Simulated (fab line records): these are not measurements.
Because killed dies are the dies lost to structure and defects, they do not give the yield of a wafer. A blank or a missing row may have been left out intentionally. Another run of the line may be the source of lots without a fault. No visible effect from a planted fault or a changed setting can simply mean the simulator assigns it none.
A lot that was struck, set against a sound lot -- flow nand-harc -- 15 out of 1159 route steps
Sound: wafers L560.2, L560.4, L560.6. Struck: wafers L550.2, L550.6 (left out: L550.4, a lot-mate that was not struck); the cause follows at the end.
Each step with rows lists, per side, the tool, then ch with its chambers, then its first start. Under that, the readings that differ: sound wafers -- struck wafers -- difference of the means -- sigmas: that difference in standard deviations of wafers without a fault.
alike: words and numbers the same on both sides, and readings whose means are apart by under 2 such deviations; not compared: readings that were withheld, readings missing a value for some wafer, numbers with overlapping values and no deviation given by the record, and bounds like >300 which may hide the same value.
Wherever a step has rows on one side only, a row that says differs or no value, or a row with sigmas, the two part there. When numbers do not overlap yet have no deviation, they are printed without sigmas and do not part them. Lack of a reading on every wafer of one side parts them only where that side has two or more wafers.

first, 1 step without rows for these wafers: NHARC_A_ONON_D1_DEP_09 (target thk 1000 nm).
NHARC_A_ONON_D1_THK_MEAS_11: measures by ellipsometry.
  sound on film-metro-02 at day 12 06:00; struck on film-metro-02 at day 9 11:05
  alike: thk-nm
after that, 1 step with no rows for these wafers: NHARC_A_ONON_D1_DEP_12 (target thk 1000 nm).
NHARC_A_ONON_D1_THK_MEAS_14: measures by ellipsometry.
  sound on film-metro-01 at day 12 06:34; struck on film-metro-01 at day 9 11:40
  alike: thk-nm
then, 2 steps without rows for these wafers: NHARC_A_ONON_D1_ANNEAL_15 (time 3600 s); NHARC_A_ONON_D1_DEP_16 (target thk 1000 nm).
NHARC_A_ONON_D1_THK_MEAS_18: measures by ellipsometry.
  sound on film-metro-02 at day 12 14:43; struck on film-metro-02 at day 9 18:38
reading,sound,struck,difference,sigmas
thk-nm (nm),1017 1016 1019,993 993,-24,-3
after that, 1 step with no rows for these wafers: NHARC_A_ONON_D1_DEP_19 (target thk 1000 nm).
NHARC_A_ONON_D1_THK_MEAS_21: measures by ellipsometry.
  sound on film-metro-01 at day 12 15:17; struck on film-metro-01 at day 9 19:13
  alike: thk-nm
after that, 1 step with no rows for these wafers: NHARC_A_ONON_D1_DEP_22 (target thk 1000 nm).
NHARC_A_ONON_D1_THK_MEAS_24: measures by ellipsometry.
  sound on film-metro-02 at day 12 15:51; struck on film-metro-01 at day 9 19:46
  alike: thk-nm
NHARC_A_ONON_D1_DEP_25: target thk 1000 nm.
  sound on pecvd-onon-03 ch 0, day 12 15:58; struck on pecvd-onon-02 ch 0, day 9 19:53
reading,sound,struck,difference,sigmas
n2-flow-sccm (sccm),2759 2754 2762,2724 2744,-24,-3
  alike: nh3-flow-sccm
NHARC_A_ONON_D1_THK_MEAS_27: measures by ellipsometry.
  sound on film-metro-01 at day 12 16:25; struck on film-metro-01 at day 9 20:20
reading,sound,struck,difference,sigmas
thk-nm (nm),1011 1010 1011,1776 1775,+765,+76
after that, 1 step with no rows for these wafers: NHARC_A_ONON_D1_DEP_28 (target thk 1000 nm).
-- break in the record here, with 12 days between the starts of the struck wafers on either side (left off in module A_ONON_D1, picked up again in module END, where the first step shown is number 1159 on the route) --
NHARC_END_SORT_01:
  here the record holds rows for the struck wafers (prober-01 ch 0, day 22 07:53) but none for the sound ones

WHERE THEY PART
At NHARC_A_ONON_D1_THK_MEAS_18 first; at NHARC_END_SORT_01 last (within this record only).

WHY: whatever the simulator had introduced
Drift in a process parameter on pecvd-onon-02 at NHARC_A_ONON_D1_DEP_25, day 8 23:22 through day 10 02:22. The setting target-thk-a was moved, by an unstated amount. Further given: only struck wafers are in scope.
